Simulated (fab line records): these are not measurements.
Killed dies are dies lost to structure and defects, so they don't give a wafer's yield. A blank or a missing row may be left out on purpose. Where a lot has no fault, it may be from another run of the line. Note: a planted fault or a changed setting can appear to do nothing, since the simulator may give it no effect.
Struck lot and sound lot, side by side	flow n5 finfet	34 out of 1938 route steps
Sound: these wafers, L725.1, L725.3, L725.6. Struck: wafer L729.6. (L729.1, L729.5 of the same lot were not struck and are left out.) The cause comes at the end.
Order at every step that has rows: each side's tool, ch and its chambers, its first start. Under that, the readings that differ: sound wafers	struck wafers	difference of the means	sigmas: that difference in standard deviations of wafers without a fault.
alike: readings with means less than 2 such deviations apart, plus words and numbers identical on both sides. not compared: withheld readings, readings lacking a value on some wafer, bounds such as >300 that could conceal the same value, and numbers that have no deviation in the record and whose values overlap.
A row with sigmas, a row that says differs or no value, or rows on one side alone: a step with any of these is where the two part. When numbers do not overlap yet have no deviation, they are printed without sigmas and do not part them. Lack of a reading on every wafer of one side parts them only where that side has two or more wafers.

first, 9 steps without rows for these wafers: N5_BEOL_M1_ILD_DEP_00 (deposits SiOC from DEMS/O2, target thk 79 nm, time 15.3 s); N5_BEOL_M1_PECVD_72 (deposits SiO2 from TEOS/O2, target thk 16 nm, time 18 s); N5_BEOL_M1_HM_DEP_02 (deposits TiN, target thk 20 nm); N5_BEOL_M1_COAT_61 (time 60 s, resist thk 60 nm); N5_BEOL_M1_COAT_62 (time 60 s, resist thk 12 nm); N5_BEOL_M1_COAT_73 (time 60 s, resist thk 5 nm); N5_BEOL_M1_COAT_05 (resist thk 30 nm); N5_BEOL_M1_EBR_07; N5_BEOL_M1_SOFTBAKE_06 (time 60 s).
N5_BEOL_M1_EXPOSE_08: exposes mask M1.
  sound on euv scanner-02 ch 0, day 6 23:45; struck on euv scanner-02 ch 0, day 8 04:40
  alike: mask
then, 3 steps without rows for these wafers: N5_BEOL_M1_PEB_09 (peb time 60 s); N5_BEOL_M1_DEVELOP_10 (develop time 30 s); N5_BEOL_M1_DESCUM_16 (chemistry O2, time 7 s).
N5_BEOL_M1_ETCH_74: etches underlayer in N2/H2, target depth 6.5 nm, time 5.2 s.
  sound on rie diel-06 ch 0,2,3, day 7 00:07; struck on rie diel-06 ch 3, day 8 05:07
reading	sound	struck	difference	sigmas
model.BEOL_M1.cd offset nm (nm)	0.2 0 0.2	-0.4	-0.5	
  alike: drypump motor current A, etch rf on time s, oes product au, rf fwd power W, rf vpp V, showerhead plenum p Torr, throttle valve pct
  not compared: rf hours counter h
then, 5 steps without rows for these wafers: N5_BEOL_M1_ETCH_63 (etches SiARC in CF4, target depth 15.6 nm, time 26 s); N5_BEOL_M1_ETCH_64 (etches SOC in N2/H2, target depth 75 nm, overetch 15 nm, time 112.5 s); N5_BEOL_M1_STRIP_65 (strips in N2/H2); N5_BEOL_M1_STRIP_75 (strips in N2/H2); N5_BEOL_M1_STRIP_66 (strips in CF4).
N5_BEOL_M1_HM_OPEN_17: chemistry Cl2/BCl3, target TiN, target depth 20 nm, overetch 6 nm.
  sound on rie metal-01 ch 0,1, day 7 00:20; struck on rie metal-03 ch 1, day 8 05:19
reading	sound	struck	difference	sigmas
model.BEOL_M1.cd offset nm (nm)	0.2 -0.2 0.2	-0.4	-0.5	
  alike: drypump motor current A, oes product au, rf fwd power W, throttle valve pct
  not compared: rf hours counter h
then, 12 steps without rows for these wafers: N5_BEOL_M1_STRIP_19 (strips in O2); N5_BEOL_M1_COAT_67 (time 60 s, resist thk 60 nm); N5_BEOL_M1_COAT_68 (time 60 s, resist thk 12 nm); N5_BEOL_M1_COAT_76 (time 60 s, resist thk 5 nm); N5_BEOL_M1_COAT_22 (resist thk 30 nm); N5_BEOL_M1_EBR_24; N5_BEOL_M1_SOFTBAKE_23 (time 60 s); N5_BEOL_M1_EXPOSE_25 (exposes mask V0, defocus 5 nm, target cd 24 nm); N5_BEOL_M1_PEB_26 (peb time 60 s); N5_BEOL_M1_DEVELOP_27 (develop time 30 s); N5_BEOL_M1_DESCUM_33 (chemistry O2, time 7 s); N5_BEOL_M1_ETCH_77 (etches underlayer in N2/H2, target depth 6.5 nm, time 5.2 s).
N5_BEOL_M4_RC_MEAS_101:
  the record has rows for the sound wafers here (prober-02 ch 0, day 8 14:02) and none for the struck ones
-- here the record skips 6 days between the struck wafers' starts before and after, leaving off in module BEOL_M4 and picking up in module PASSIVATION (first step shown: number 1936 of the route) --
N5_PASSIVATION_PROBE_49:
  sound on prober-02 at day 12 14:21; struck on prober-01 at day 13 21:13
reading	sound	struck	difference	sigmas
defect limited yield (%)	89.3 90.6 91.4	0	-90	-60
killed_at_M0_to_M3	45 44 38	1097	+1055	+99 or more
killed dies	126 111 101	1180	+1067	+59
killed on rim	14 10 15	152	+139	+35
sort_bin_5_function (%)	5.1 5.5 4.6	65.8	+60.7	+61
sort_bin_6_memory (%)	4.7 3.5 3.6	5.5	+1.6	+2
sort n pass	1054 1069 1079	0	-1067	-59
sort yield pct (%)	89.3 90.6 91.4	0	-90	-60
  alike: killed_at_M4_up, killed at contacts, killed at front end, killed at other, killed open, killed short

## WHERE THEY PART
Last at N5_PASSIVATION_PROBE_49 as far as this record goes, first at N5_BEOL_M4_RC_MEAS_101.

WHY: what the simulator had put in
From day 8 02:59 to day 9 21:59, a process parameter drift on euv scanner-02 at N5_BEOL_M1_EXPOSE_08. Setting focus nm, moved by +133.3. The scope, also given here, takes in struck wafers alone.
